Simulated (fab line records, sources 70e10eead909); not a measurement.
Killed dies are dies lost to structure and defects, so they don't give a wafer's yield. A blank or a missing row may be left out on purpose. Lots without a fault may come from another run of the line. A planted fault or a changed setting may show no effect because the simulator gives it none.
fab line records | flow nand_harc
record lots=21 wafers=63 last_day=33
route steps=1302 shown A_CHANNEL_HOLE_D1@475 A_CHANNEL_FILL_D1@492 A_CHANNEL_FILL_D2@620
lots that met no fault: from a run of the same line without faults
start_h: hours from the record's first day to the start of the lot's first wafer shown | wait_h: hours since the lot's step before | " the same as in the row above | L1.1+2: a row that stands for several wafers | - no value, or no start given | * or withheld: withheld | < > ~ a bound
route shown NAME@n: a module of which the file shows steps, and the number in the route of the first | usual: mean/standard deviation of fault-free wafers | same: alike in all rows | chamber/n: place in a boat | sites: the reading at each site | _std_site: their standard deviation | _edge_site: outer sites' mean less inner sites' | radius_mm: how far each site lies from the wafer's centre | mask NAME#n: copy n | behind: the tool/chamber that last shaped the wafer | hold: why the lot was held/for how many hours/how that ended | device: the transistor (n, p or np) that didn't switch | end of line: the same wafers' tests at the end of the route | a step without rows: its recipe alone | killed: dies lost to structure and defects at the first sort, not the wafer's yield | map: a wafer's dies, x killed, . not, _ none there
set.NAME: the setting as run; set.NAME@STEP: as run at that earlier step | model.NAME: the simulator's own value behind a step, which no gauge read
steps of the route over a sample of lots; a table a step, a row a wafer
services: from which hour (start_h, from the record's first day; less than 0 if before it) a tool's chamber was out of use, for how many hours, and why
## steps
# step NHARC_A_CHANNEL_HOLE_D1_ETCH_23
# recipe bias_v=5000 source_w=withheld pressure_mtorr=20 time_s=819 ar_flow_sccm=375 c4f8_flow_sccm=89.3 o2_flow_sccm=35.7 temp_c=-20 target_depth_a=16000 chemistry=C4F8/O2/Ar
# usual c4f8_flow_sccm=89.3/0.3 drypump_motor_current_A=5.9/0.42 o2_flow_sccm=35.70/0.1 showerhead_plenum_p_Torr=3.61/0.13 throttle_valve_pct=32.154/0.0083
# columns lot.wafer tool chamber start_h wait_h c4f8_flow_sccm drypump_motor_current_A o2_flow_sccm rf_hours_counter_h showerhead_plenum_p_Torr throttle_valve_pct
L074.1 har_etch-01 0 193.38 0.5 89.4 5.3 35.74 89 3.74 32.174
L074.6 " 0 " " 89.5 5.3 35.81 - 3.74 32.143
L074.5 " 1 " " 89.5 6.3 35.61 - 3.60 32.153
L075.1 har_etch-02 1 206.50 0.5 88.6 6.3 35.66 307 3.51 32.163
L075.6 " 1 " " 89.5 6.3 35.65 - 3.51 32.146
L075.5 " 0 " " 89.3 6.0 35.66 - 3.54 32.166
L076.3 har_etch-01 0 209.62 0.5 89.9 5.3 35.70 - 3.73 32.135
L076.5 " 0 " " 89.9 5.3 35.71 - 3.73 32.155
L076.6 " 1 " " 89.7 6.3 35.63 - 3.59 32.152
L077.1 har_etch-02 0 213.65 0.5 89.2 6.0 35.66 311 3.54 32.155
L077.4 " 0 " " 89.3 6.0 35.63 - 3.54 32.157
L077.6 " 1 " " 89.4 6.3 35.60 - 3.51 32.160
L078.1 har_etch-02 1 225.95 0.5 89.2 6.2 35.74 323 3.50 32.160
L078.4 " 0 " " 89.4 6.0 35.74 - 3.54 32.168
L078.5 " 0 " " 89.3 6.0 35.83 - 3.53 32.163
L079.2 har_etch-01 0 227.02 0.5 90.0 5.3 35.66 120 3.72 32.154
L079.1 " 1 " " 89.7 6.2 35.70 120 3.58 32.150
L079.5 " 0 " " 89.9 5.2 35.69 - 3.72 32.148
L081.3 har_etch-01 0 265.11 0.5 89.6 5.3 35.65 - 3.71 32.152
L081.4 " 1 " " 89.6 6.2 35.81 - 3.57 32.157
L081.6 " 0 " " 88.9 5.2 35.66 - 3.71 32.157
L082.4 har_etch-01 0 269.28 0.5 89.5 5.3 35.73 - 3.71 32.130
L082.6 " 0 " " 89.6 5.3 35.83 - 3.71 32.161
L082.5 " 1 " " 88.8 6.2 35.75 - 3.57 32.144
L084.2 har_etch-02 0 284.55 0.5 89.3 6.0 35.53 353 3.52 32.147
L084.3 " 0 " " 89.1 6.1 35.63 - 3.52 32.151
L084.6 " 1 " " 89.4 6.3 35.59 - 3.49 32.152
L085.4 har_etch-01 0 294.43 0.5 89.3 5.3 35.54 - 3.70 32.142
L085.5 " 0 " " 89.6 5.3 35.77 - 3.70 32.157
L085.6 " 1 " " 88.5 6.3 35.66 - 3.56 32.161
L087.3 har_etch-02 0 304.86 0.5 89.3 6.0 35.82 - 3.51 32.164
L087.4 " 1 " " 89.3 6.3 35.88 - 3.48 32.153
L087.5 " 1 " " 89.1 6.3 35.69 - 3.48 32.156
L086.3 har_etch-01 1 306.16 0.5 89.2 6.2 35.87 - 3.56 32.153
L086.5 " 1 " " 88.9 6.2 35.86 - 3.56 32.152
L086.6 " 0 " " 89.7 5.3 35.68 - 3.70 32.163
L089.1 har_etch-01 0 333.49 0.5 89.3 5.2 35.73 173 3.69 32.138
L089.4 " 0 " " 89.2 5.2 35.62 - 3.69 32.152
L089.6 " 0 " " 89.1 5.2 35.55 - 3.69 32.170
L088.2 har_etch-02 0 335.46 0.5 89.4 6.0 35.79 380 3.50 32.146
L088.4 " 1 " " 89.5 6.3 35.67 - 3.47 32.167
L088.5 " 0 " " 89.6 6.0 35.70 - 3.50 32.156
L091.1 har_etch-01 1 348.02 0.5 89.2 6.3 35.69 184 3.54 32.159
L091.3 " 1 " " 89.1 6.3 35.81 - 3.55 32.158
L091.6 " 1 " " 88.7 6.2 35.54 - 3.55 32.155
L090.3 har_etch-02 1 348.86 0.5 90.0 6.2 35.72 - 3.47 32.158
L090.5 " 1 " " 89.5 6.2 35.58 - 3.47 32.158
L090.6 " 0 " " 89.5 6.0 35.60 - 3.50 32.159
L092.4 har_etch-02 0 362.39 0.5 89.7 6.1 35.87 - 3.50 32.160
L092.3 " 1 " " 89.1 6.2 35.83 - 3.46 32.155
L092.6 " 0 " " 89.5 6.1 35.89 - 3.49 32.160
L093.2 har_etch-01 1 370.65 0.5 89.9 6.3 35.68 200 3.54 32.138
L093.1 " 0 " " 89.1 5.3 35.59 200 3.68 32.155
L093.3 " 1 " " 89.9 6.3 35.75 - 3.54 32.158
L095.2 har_etch-02 1 396.18 0.5 89.0 6.3 35.77 1 3.93 32.149
L095.1 " 0 " " 89.1 6.0 35.57 1 3.93 32.152
L095.4 " 0 " " 89.2 6.0 35.77 - 3.93 32.163
L094.4 har_etch-01 0 396.86 0.5 89.7 5.2 35.72 - 3.67 32.152
L094.5 " 0 " " 89.7 5.3 35.64 - 3.67 32.146
L094.6 " 1 " " 89.5 6.2 35.84 - 3.53 32.164
L097.4 har_etch-02 1 416.11 0.5 89.7 6.3 35.88 - 3.93 32.162
L097.5 " 1 " " 89.4 6.3 35.78 - 3.93 32.151
L097.6 " 0 " " 89.3 6.0 35.77 - 3.93 32.152
# step NHARC_A_CHANNEL_HOLE_D1_ETCH_44
# recipe target_depth_a=1400 overetch_a=140 time_s=77 ion_energy_ev=100 cf4_flow_sccm=80 o2_flow_sccm=20 ar_flow_sccm=0 rf_w=300 bias_w=100 chemistry=CF4/O2
# usual drypump_motor_current_A=5.93/0.25 o2_flow_sccm=20.01/0.064 oes_f_703_au=1.000/0.0048 oes_product_au=0.997/0.0089 rf_vpp_V=198.0/1.2 showerhead_plenum_p_Torr=1.34/0.041 throttle_valve_pct=13.397/0.009
# columns lot.wafer tool chamber start_h wait_h drypump_motor_current_A o2_flow_sccm oes_f_703_au oes_product_au rf_hours_counter_h rf_vpp_V showerhead_plenum_p_Torr throttle_valve_pct
L074.1 rie_diel-06 0 196.65 0.0 6.16 19.91 0.999 1.012 4 197.2 1.36 13.407
L074.5 " 0 " " 6.16 20.03 1.005 1.012 - 198.1 1.36 13.402
L074.6 " 1 " " 6.00 19.95 1.004 0.993 - 198.2 1.34 13.403
L075.1 rie_diel-02 1 209.79 0.1 5.76 20.08 1.007 0.995 46 199.1 1.41 13.407
L075.6 " 1 " " 5.74 20.13 1.006 1.004 - 200.8 1.41 13.395
L075.5 " 2 " " 5.55 20.04 1.001 0.996 - 197.3 1.31 13.389
L076.3 rie_diel-02 3 212.68 0.1 5.78 19.95 0.992 0.984 47 196.7 1.23 13.390
L076.6 " 3 " " 5.75 19.97 0.995 0.988 - 195.9 1.23 13.401
L076.5 " 0 " " 5.63 20.10 0.996 0.994 - 198.1 1.35 13.400
L077.1 rie_diel-06 1 216.94 0.1 6.01 20.00 0.996 0.991 7 198.2 1.34 13.385
L077.4 " 2 " " 5.70 20.07 1.002 0.984 8 197.4 1.33 13.412
L077.6 " 0 " " 6.18 19.97 0.982 0.990 - 197.8 1.36 13.389
L078.1 rie_diel-06 0 229.15 0.1 6.17 19.98 1.011 0.992 7 199.1 1.36 13.397
L078.5 " 3 " " 5.92 20.05 0.994 0.998 - 197.7 1.35 13.389
L078.4 " 2 " " 5.72 20.05 1.003 0.983 - 197.6 1.33 13.402
L079.2 rie_diel-06 3 230.35 0.1 5.92 20.10 0.994 1.007 8 198.4 1.35 13.374
L079.1 " 0 " " 6.14 19.99 1.000 1.002 7 198.2 1.36 13.403
L079.5 " 0 " " 6.17 19.91 1.008 1.005 - 196.1 1.36 13.399
L081.3 rie_diel-06 2 268.19 0.1 5.72 19.95 0.999 0.985 13 198.4 1.33 13.395
L081.4 " 0 " " 6.15 20.00 0.999 0.986 12 197.0 1.36 13.396
L081.6 " 2 " " 5.70 20.04 1.000 0.989 - 197.2 1.33 13.391
L082.4 rie_diel-06 2 272.36 0.1 5.71 20.09 1.000 0.999 14 197.2 1.33 13.393
L082.6 " 0 " " 6.18 19.95 1.005 0.990 - 198.3 1.36 13.409
L082.5 " 1 " " 5.97 19.97 0.999 1.000 - 197.7 1.34 13.400
L084.2 rie_diel-06 2 287.73 0.1 5.68 19.96 1.000 0.988 15 196.8 1.33 13.402
L084.3 " 0 " " 6.14 20.09 1.006 0.988 14 198.2 1.36 13.400
L084.6 " 2 " " 5.69 19.97 0.994 0.994 - 196.5 1.33 13.400
L085.6 rie_diel-06 0 297.50 0.1 6.13 20.07 0.998 0.985 - 199.1 1.36 13.399
L085.5 " 1 " " 6.03 20.05 0.999 0.998 - 197.4 1.34 13.415
L085.4 " 3 " " 5.91 19.90 1.003 0.998 - 198.2 1.34 13.399
L087.4 rie_diel-03 0 308.15 0.3 6.38 19.94 0.999 1.011 8 196.4 1.28 13.399
L087.3 " 3 " " 6.25 20.07 0.996 0.997 7 198.2 1.31 13.396
L087.5 " 0 " " 6.36 19.96 1.003 1.002 - 195.7 1.28 13.396
L086.3 rie_diel-02 2 309.27 0.1 5.54 20.13 1.003 1.003 26 197.3 1.30 13.396
L086.5 " 3 " " 5.76 20.02 0.999 0.993 - 201.9 1.44 13.400
L086.6 " 0 " " 5.64 19.99 1.002 0.997 - 197.7 1.34 13.392
L089.4 rie_diel-02 1 336.77 0.1 5.76 19.99 1.001 1.008 25 199.1 1.40 13.399
L089.1 " 3 " " 5.78 19.94 0.995 0.977 31 198.9 1.44 13.389
L089.6 " 0 " " 5.60 19.91 0.995 0.995 - 198.2 1.34 13.390
L088.2 rie_diel-06 1 338.79 0.1 5.97 20.06 1.002 1.003 2 198.5 1.34 13.404
L088.4 " 0 " " 6.19 19.96 1.002 0.984 - 197.8 1.36 13.387
L088.5 " 1 " " 5.97 20.03 0.992 0.995 - 197.0 1.34 13.397
L091.1 rie_diel-02 1 351.18 0.1 5.73 20.00 1.003 1.008 29 198.8 1.40 13.391
L091.3 " 2 " " 5.56 20.01 0.998 0.992 33 195.9 1.30 13.397
L091.6 " 1 " " 5.74 19.94 1.000 1.009 - 200.4 1.40 13.414
L090.3 rie_diel-03 1 351.91 0.0 6.04 19.93 0.994 1.000 26 195.8 1.27 13.392
L090.5 " 1 " " 6.04 19.98 1.001 1.012 - 195.6 1.27 13.395
L090.6 " 2 " " 6.67 20.02 0.998 0.987 - 200.4 1.44 13.415
L092.4 rie_diel-03 2 365.46 0.1 6.70 19.98 0.993 0.997 30 200.1 1.44 13.396
L092.3 " 0 " " 6.36 19.84 0.998 1.003 28 198.0 1.28 13.392
L092.6 " 3 " " 6.26 19.97 0.996 0.996 - 197.3 1.31 13.402
L093.3 rie_diel-06 1 373.94 0.1 6.00 19.97 0.994 1.009 5 196.8 1.34 13.405
L093.2 " 2 " " 5.73 19.97 1.001 1.013 4 198.8 1.33 13.389
L093.1 " 3 " " 5.91 19.97 0.999 0.999 5 197.7 1.34 13.397
L095.1 rie_diel-06 1 399.49 0.1 5.99 19.98 0.997 1.000 7 197.4 1.34 13.395
L095.4 " 2 " " 5.70 19.84 0.997 0.995 6 198.4 1.33 13.411
L095.2 " 3 " " 5.93 20.10 1.005 0.989 7 199.2 1.34 13.400
L094.4 rie_diel-06 1 400.17 0.1 5.98 19.96 1.002 1.001 7 197.9 1.34 13.408
L094.6 " 0 " " 6.18 20.04 0.998 0.993 - 198.6 1.35 13.394
L094.5 " 1 " " 5.99 20.05 1.000 1.004 - 198.7 1.34 13.400
L097.4 rie_diel-02 2 419.20 0.0 5.55 19.98 0.996 0.994 6 196.6 1.30 13.393
L097.6 " 2 " " 5.54 19.98 1.007 1.006 - 198.6 1.30 13.394
L097.5 " 3 " " 5.79 20.04 0.993 0.984 - 199.3 1.43 13.390
# step NHARC_A_CHANNEL_HOLE_D1_STRIP_27
# recipe o2_flow_sccm=500 ar_flow_sccm=0 bias_w=0 chemistry=O2
# usual drypump_motor_current_A=5.94/0.26 o2_flow_sccm=500.0/1.7 oes_product_au=0.997/0.0084 rf_vpp_V=57.9/0.85 showerhead_plenum_p_Torr=3.55/0.1 throttle_valve_pct=17.037/0.0092
# columns lot.wafer tool chamber start_h wait_h drypump_motor_current_A o2_flow_sccm oes_product_au rf_hours_counter_h rf_vpp_V showerhead_plenum_p_Torr throttle_valve_pct
L074.1 rie_diel-06 0 - - 6.16 499.6 1.000 4 59.0 3.59 17.045
L074.6 " 1 " " 6.04 499.4 0.991 - 57.0 3.54 17.026
L074.5 " 2 " " 5.71 504.4 0.984 - 56.2 3.53 17.034
L075.1 rie_diel-02 1 - - 5.75 499.7 0.986 46 58.3 3.71 17.028
L075.5 " 3 " " 5.80 499.7 0.993 - 57.8 3.26 17.027
L075.6 " 0 " " 5.57 500.9 1.011 - 57.1 3.56 17.026
L076.3 rie_diel-02 0 - - 5.66 500.5 0.986 44 57.3 3.56 17.037
L076.6 " 1 " " 5.77 501.7 0.980 - 57.7 3.70 17.036
L076.5 " 2 " " 5.55 501.2 0.996 - 58.5 3.46 17.038
L077.4 rie_diel-06 3 - - 5.92 499.6 1.000 7 59.5 3.56 17.032
L077.1 " 1 " " 5.98 498.1 1.000 7 57.9 3.54 17.056
L077.6 " 0 " " 6.15 498.1 0.992 - 57.6 3.59 17.047
L078.1 rie_diel-06 0 - - 6.18 501.4 0.999 7 57.6 3.59 17.039
L078.5 " 0 " " 6.20 500.2 0.997 - 56.9 3.59 17.039
L078.4 " 3 " " 5.93 497.6 0.998 - 58.3 3.56 17.055
L079.2 rie_diel-06 0 - - 6.16 501.5 0.994 8 58.0 3.59 17.035
L079.1 " 2 " " 5.70 497.9 0.988 9 57.6 3.53 17.031
L079.5 " 2 " " 5.72 498.8 0.999 - 56.0 3.52 17.039
L081.3 rie_diel-06 1 - - 6.02 502.4 1.004 9 58.6 3.54 17.045
L081.4 " 0 " " 6.19 499.5 0.990 12 59.2 3.58 17.036
L081.6 " 1 " " 5.97 503.2 1.012 - 58.0 3.54 17.033
L082.4 rie_diel-06 1 - - 5.99 501.4 1.001 9 57.3 3.54 17.030
L082.5 " 1 " " 6.00 502.7 1.009 - 57.3 3.54 17.046
L082.6 " 2 " " 5.72 502.3 0.986 - 58.0 3.52 17.043
L084.3 rie_diel-06 0 - - 6.17 501.3 0.995 14 57.4 3.58 17.031
L084.2 " 2 " " 5.72 502.6 0.991 16 57.5 3.52 17.047
L084.6 " 0 " " 6.14 503.9 0.989 - 58.0 3.58 17.036
L085.6 rie_diel-06 0 - - 6.16 502.4 0.995 - 58.7 3.58 17.025
L085.4 " 1 " " 5.99 502.4 1.002 - 58.4 3.54 17.035
L085.5 " 3 " " 5.93 501.0 1.004 - 58.5 3.55 17.037
L087.4 rie_diel-03 1 - - 6.05 500.7 1.005 8 56.4 3.37 17.026
L087.3 " 3 " " 6.25 497.7 1.002 8 58.2 3.47 17.034
L087.5 " 1 " " 6.04 500.9 1.015 - 57.4 3.37 17.028
L086.3 rie_diel-02 3 - - 5.76 500.3 0.994 27 56.8 3.79 17.046
L086.5 " 3 " " 5.77 499.5 0.981 - 58.1 3.79 17.036
L086.6 " 0 " " 5.66 502.2 1.006 - 58.2 3.54 17.044
L089.1 rie_diel-02 0 - - 5.62 494.7 1.003 26 58.6 3.54 17.045
L089.4 " 1 " " 5.77 498.4 1.012 25 58.3 3.69 17.031
L089.6 " 0 " " 5.63 499.1 1.005 - 57.9 3.54 17.052
L088.2 rie_diel-06 3 - - 5.93 500.2 0.993 2 57.7 3.55 17.047
L088.5 " 3 " " 5.92 500.9 0.993 - 59.0 3.55 17.033
L088.4 " 1 " " 6.00 502.7 1.004 - 57.9 3.53 17.028
L091.3 rie_diel-02 0 - - 5.63 500.1 0.986 31 59.0 3.54 17.042
L091.1 " 1 " " 5.76 499.4 1.010 29 58.2 3.69 17.034
L091.6 " 0 " " 5.59 500.9 1.000 - 57.7 3.54 17.047
L090.3 rie_diel-03 0 - - 6.41 501.3 0.997 25 55.7 3.39 17.018
L090.5 " 1 " " 6.07 496.0 1.007 - 56.8 3.36 17.007
L090.6 " 2 " " 6.71 496.4 0.993 - 58.6 3.79 17.056
L092.3 rie_diel-03 2 - - 6.76 502.1 0.997 30 58.4 3.79 17.034
L092.4 " 3 " " 6.27 499.2 0.999 15 57.8 3.46 17.021
L092.6 " 3 " " 6.29 497.6 1.014 - 57.0 3.46 17.043
L093.1 rie_diel-06 1 - - 6.01 499.2 1.002 5 56.5 3.53 17.031
L093.2 " 3 " " 5.92 498.1 0.992 5 57.5 3.55 17.029
L093.3 " 0 " " 6.18 502.7 0.989 5 56.7 3.58 17.037
L095.2 rie_diel-06 3 - - 5.91 499.3 0.999 7 58.6 3.55 17.037
L095.4 " 0 " " 6.16 500.3 0.983 7 57.5 3.58 17.037
L095.1 " 1 " " 6.01 499.7 1.009 7 58.0 3.53 17.041
L094.4 rie_diel-06 0 - - 6.16 497.5 0.994 7 58.3 3.58 17.033
L094.5 " 3 " " 5.90 500.2 0.997 - 56.8 3.55 17.042
L094.6 " 0 " " 6.18 499.3 0.984 - 56.6 3.58 17.033
L097.4 rie_diel-02 1 - - 5.77 501.5 1.011 5 57.4 3.68 17.041
L097.5 " 0 " " 5.62 496.8 0.989 - 58.2 3.53 17.029
L097.6 " 1 " " 5.76 498.8 1.003 - 56.4 3.68 17.044
# step NHARC_A_CHANNEL_FILL_D1_ALD_02
# recipe target_thk_a=60 pulse_time_s=10 ald_cycles=60 temp_c=300 material=SiO2
# usual heater_power_w=458/40 precursor_pulse_height_rel=1.002/0.019
# columns lot.wafer tool chamber start_h wait_h heater_power_w precursor_pulse_height_rel
L074.1 ald_hk-04 3 197.93 - 513 1.010
L074.5 " 2 " " 478 0.988
L074.6 " 3 " " 518 0.999
L075.1 ald_hk-02 0 211.12 - 415 0.999
L075.5 " 2 " " 462 1.021
L075.6 " 3 " " 380 1.014
L076.3 ald_hk-04 2 214.00 - 472 1.008
L076.5 " 0 " " 429 0.997
L076.6 " 1 " " 434 0.969
L077.4 ald_hk-04 1 218.19 - 428 1.000
L077.1 " 2 " " 492 1.003
L077.6 " 0 " " 434 0.994
L078.1 ald_hk-04 1 230.55 0.2 434 0.993
L078.4 " 3 " " 519 0.998
L078.5 " 1 " " 444 1.013
L079.1 ald_hk-04 2 231.79 0.2 469 0.991
L079.2 " 3 " " 514 0.998
L079.5 " 1 " " 426 0.982
L081.4 ald_hk-04 2 269.59 - 476 1.025
L081.3 " 3 " " 511 0.982
L081.6 " 2 " " 501 1.009
L082.4 ald_hk-04 1 273.66 - 414 0.972
L082.6 " 3 " " 523 0.972
L082.5 " 0 " " 449 0.992
L084.2 ald_hk-04 1 289.06 - 420 1.013
L084.3 " 3 " " 506 1.021
L084.6 " 1 " " 410 0.996
L085.4 ald_hk-04 0 298.78 - 449 1.021
L085.5 " 0 " " 453 0.986
L085.6 " 1 " " 417 1.006
L087.4 ald_hk-04 3 309.61 - 497 0.994
L087.3 " 0 " " 447 1.016
L087.5 " 2 " " 491 1.007
L086.3 ald_hk-04 2 310.59 0.1 489 0.998
L086.5 " 2 " " 477 1.013
L086.6 " 3 " " 518 0.988
L089.1 ald_hk-03 2 338.09 - 457 1.024
L089.4 " 3 " " 520 0.971
L089.6 " 0 " " 508 0.990
L088.4 ald_hk-04 2 340.22 - 487 0.978
L088.2 " 0 " " 438 0.978
L088.5 " 2 " " 473 1.019
L091.1 ald_hk-03 1 352.38 0.1 486 0.960
L091.3 " 0 " " 513 1.028
L091.6 " 2 " " 452 0.991
L090.3 ald_hk-04 1 353.14 0.1 416 1.016
L090.5 " 1 " " 417 1.011
L090.6 " 2 " " 501 1.024
L092.3 ald_hk-02 1 366.64 - 426 0.994
L092.4 " 3 " " 372 1.027
L092.6 " 2 " " 449 1.039
L093.1 ald_hk-03 3 377.84 - 521 1.035
L093.3 " 0 " " 487 0.996
L093.2 " 1 " " 481 0.977
L095.1 ald_hk-02 1 400.66 - 415 0.996
L095.4 " 2 " " 459 1.010
L095.2 " 0 " " 419 0.991
L094.4 ald_hk-04 3 401.57 - 524 0.997
L094.6 " 0 " " 440 0.982
L094.5 " 1 " " 419 0.972
L097.4 ald_hk-02 3 420.48 - 360 1.019
L097.5 " 2 " " 449 1.041
L097.6 " 3 " " 371 1.006
# step NHARC_A_CHANNEL_FILL_D1_ETCHBACK_19
# recipe target_depth_a=50 time_s=1.7 hbr_flow_sccm=150 cl2_flow_sccm=50 rf_w=400 icp_w=400 bias_w=100 chemistry=HBr/Cl2
# usual drypump_motor_current_A=5.8/0.38 oes_product_au=1.002/0.011 throttle_valve_pct=26.407/0.009
# columns lot.wafer tool chamber start_h wait_h drypump_motor_current_A oes_product_au rf_hours_counter_h throttle_valve_pct
L074.1 rie_si-05 2 222.09 0.4 5.7 1.002 0.34 26.416
L074.6 " 1 " " 5.8 0.992 - 26.410
L074.5 " 2 " " 5.7 1.004 - 26.403
L075.1 rie_si-05 1 234.87 0.4 5.8 0.990 0.49 26.429
L075.6 " 2 " " 5.7 1.007 - 26.405
L075.5 " 3 " " 6.4 1.008 - 26.420
L076.3 rie_si-05 2 238.92 0.4 5.7 1.003 0.48 26.416
L076.6 " 2 " " 5.7 0.999 - 26.406
L076.5 " 3 " " 6.4 1.003 - 26.405
L077.1 rie_si-03 0 242.57 0.4 5.9 1.004 0.09 26.394
L077.4 " 3 " " 5.8 0.979 0.08 26.412
L077.6 " 0 " " 5.9 1.000 - 26.410
L078.4 rie_si-03 2 255.01 0.4 6.2 0.988 0.15 26.416
L078.1 " 0 " " 5.9 1.014 0.14 26.412
L078.5 " 2 " " 6.2 0.984 - 26.412
L079.1 rie_si-02 0 255.03 0.4 5.5 1.005 0.93 26.430
L079.2 " 1 " " 5.3 0.998 0.95 26.407
L079.5 " 3 " " 5.1 1.006 - 26.413
L081.4 rie_si-05 1 293.82 0.4 5.8 1.010 0.88 26.414
L081.3 " 3 " " 6.4 1.007 0.86 26.401
L081.6 " 1 " " 5.8 0.986 - 26.411
L082.4 rie_si-05 1 297.92 0.4 5.8 1.010 0.91 26.413
L082.6 " 1 " " 5.8 1.004 - 26.400
L082.5 " 2 " " 5.7 1.013 - 26.405
L084.3 rie_si-02 3 315.75 0.4 5.1 1.011 0.25 26.397
L084.2 " 0 " " 5.5 0.980 0.25 26.398
L084.6 " 0 " " 5.5 0.993 - 26.413
L085.4 rie_si-03 3 324.53 0.4 5.8 0.976 0.42 26.409
L085.6 " 2 " " 6.2 0.982 - 26.406
L085.5 " 3 " " 5.8 0.979 - 26.416
L087.4 rie_si-05 3 334.34 0.4 6.4 1.006 0.15 26.411
L087.3 " 1 " " 5.9 0.993 0.23 26.414
L087.5 " 0 " " 5.5 1.020 - 26.415
L086.3 rie_si-02 2 334.37 0.4 6.2 1.017 0.28 26.408
L086.5 " 1 " " 5.3 0.983 - 26.428
L086.6 " 2 " " 6.2 1.022 - 26.408
L088.2 rie_si-02 2 362.30 0.4 6.2 1.012 0.34 26.408
L088.4 " 3 " " 5.1 1.020 0.47 26.400
L088.5 " 2 " " 6.2 1.014 - 26.405
L089.1 rie_si-03 1 362.33 0.4 5.8 1.008 0.87 26.400
L089.4 " 2 " " 6.2 0.982 0.75 26.400
L089.6 " 0 " " 5.9 1.015 - 26.414
L091.3 rie_si-03 2 376.55 0.4 6.2 0.984 0.81 26.401
L091.1 " 0 " " 5.9 1.018 0.86 26.412
L091.6 " 2 " " 6.2 0.981 - 26.402
L090.3 rie_si-05 0 376.56 0.4 5.5 1.010 0.55 26.398
L090.5 " 2 " " 5.7 1.012 - 26.396
L090.6 " 3 " " 6.4 1.000 - 26.394
L092.3 rie_si-05 2 390.68 0.4 5.7 1.016 0.41 26.401
L092.4 " 3 " " 6.4 0.992 0.49 26.408
L092.6 " 1 " " 5.9 0.990 - 26.396
L093.3 rie_si-02 0 405.35 0.4 5.5 1.001 0.78 26.407
L093.2 " 2 " " 6.2 1.022 0.53 26.395
L093.1 " 3 " " 5.1 1.019 0.74 26.409
L095.2 rie_si-03 2 425.08 0.4 6.3 0.991 0.05 26.411
L095.1 " 0 " " 5.9 1.006 0.06 26.435
L095.4 " 1 " " 5.9 1.005 0.05 26.414
L094.4 rie_si-05 3 425.12 0.4 6.4 1.008 0.67 26.420
L094.6 " 0 " " 5.5 1.011 - 26.419
L094.5 " 1 " " 5.9 0.997 - 26.400
L097.4 rie_si-02 1 443.47 0.4 5.3 1.004 0.95 26.424
L097.6 " 3 " " 5.1 1.009 - 26.418
L097.5 " 0 " " 5.4 1.007 - 26.414
# step NHARC_A_CHANNEL_FILL_D2_ETCHBACK_20
# recipe target_depth_a=270 time_s=13.5 c4f8_flow_sccm=withheld o2_flow_sccm=8 ar_flow_sccm=withheld rf_w=600 bias_w=1500 chemistry=C4F8/O2/Ar
# usual oes_product_au=0.987/0.023 rf_vpp_V=975/4.6
# columns lot.wafer tool chamber start_h wait_h oes_product_au rf_hours_counter_h rf_vpp_V
L074.1 rie_diel-13 3 329.18 - 0.978 3 975
L074.6 " 0 " " 0.989 - 971
L074.5 " 1 " " 0.993 - 970
L075.1 rie_diel-12 2 343.70 - 1.010 2 979
L075.6 " 2 " " 1.006 - 977
L075.5 " 3 " " 0.994 - 975
L077.4 rie_diel-13 3 357.81 - 1.002 0 974
L077.1 " 0 " " 0.998 0 970
L077.6 " 3 " " 1.014 - 974
L076.3 rie_diel-12 3 357.83 - 0.917 2 975
L076.5 " 1 " " 0.919 - 982
L076.6 " 2 " " 0.920 - 979
L079.2 rie_diel-10 0 369.09 - 1.003 22 986
L079.1 " 2 " " 0.990 22 970
L079.5 " 2 " " 0.989 - 971
L078.4 rie_diel-13 1 369.09 - 0.982 0 969
L078.1 " 3 " " 0.995 0 976
L078.5 " 2 " " 0.998 - 970
L081.3 rie_diel-12 2 401.95 - 0.942 4 978
L081.4 " 3 " " 0.926 - 976
L081.6 " 0 " " 0.928 - 970
L082.4 rie_diel-12 3 413.28 - 1.002 - 975
L082.5 " 0 " " 1.001 - 971
L082.6 " 2 " " 1.004 - 978
L084.2 rie_diel-13 2 432.08 - 0.989 2 971
L084.3 " 3 " " 0.988 3 975
L084.6 " 0 " " 0.992 - 970
L085.4 rie_diel-12 2 437.73 - 0.992 5 979
L085.6 " 2 " " 0.986 - 978
L085.5 " 3 " " 0.994 - 975
L087.3 rie_diel-13 2 446.45 - 1.000 3 970
L087.4 " 3 " " 1.002 - 975
L087.5 " 2 " " 0.998 - 971
L086.3 rie_diel-10 1 446.45 - 1.018 3 982
L086.5 " 2 " " 1.009 - 971
L086.6 " 3 " " 1.002 - 971
L089.1 rie_diel-12 3 471.94 - 0.998 1 976
L089.4 " 2 " " 0.984 1 979
L089.6 " 3 " " 0.991 - 975
L088.2 rie_diel-13 1 471.95 - 0.993 5 970
L088.4 " 3 " " 0.984 5 976
L088.5 " 1 " " 0.986 - 971
L091.1 rie_diel-12 2 484.75 - 0.962 1 980
L091.3 " 0 " " 0.956 1 971
L091.6 " 3 " " 0.944 - 977
L090.3 rie_diel-10 2 484.76 - 0.991 9 970
L090.6 " 1 " " 1.007 - 981
L090.5 " 2 " " 0.986 - 969
L092.3 rie_diel-12 0 507.67 - 0.991 1 972
L092.4 " 1 " " 0.988 1 981
L092.6 " 2 " " 1.004 - 978
L093.1 rie_diel-12 2 519.58 - 1.006 2 980
L093.3 " 3 " " 1.004 2 976
L093.2 " 1 " " 1.006 2 984
L094.4 rie_diel-12 1 535.62 - 1.009 2 980
L094.6 " 1 " " 1.005 - 982
L094.5 " 2 " " 0.997 - 978
L095.2 rie_diel-12 0 538.92 - 1.003 2 972
L095.1 " 2 " " 1.004 2 979
L095.4 " 3 " " 1.013 2 977
L097.4 rie_diel-13 3 555.22 - 0.987 1 975
L097.5 " 2 " " 0.998 - 970
L097.6 " 3 " " 0.998 - 975
## services
# columns tool chamber start_h hours kind
rie_diel-02 3 176.62 17.7 repair
rie_diel-12 3 195.55 11.0 repair
rie_diel-06 3 205.58 4.3 repair
rie_diel-06 - 209.55 0.4 repair
rie_diel-02 - 216.88 9.0 pm
rie_diel-06 0 218.70 2.7 repair
rie_diel-06 1 220.48 13.0 repair
rie_diel-12 - 230.63 4.2 repair
rie_diel-06 1 247.78 19.7 repair
ald_hk-04 - 259.52 10.0 pm
rie_diel-12 - 268.42 9.0 pm
rie_diel-06 2 297.47 10.0 repair
rie_diel-06 1 305.94 8.7 repair
rie_diel-06 - 307.20 9.0 pm
rie_diel-12 3 313.86 5.0 repair
rie_diel-02 2 322.23 13.7 repair
rie_diel-06 2 323.42 19.0 repair
rie_diel-12 1 360.75 5.7 repair
ald_hk-04 - 362.84 1.4 repair
rie_diel-02 - 393.88 9.0 pm
ald_hk-04 - 406.70 0.8 repair
rie_diel-06 3 457.93 9.1 repair
rie_diel-06 - 484.20 9.0 pm
rie_diel-02 3 492.94 4.1 repair
## key
fault none
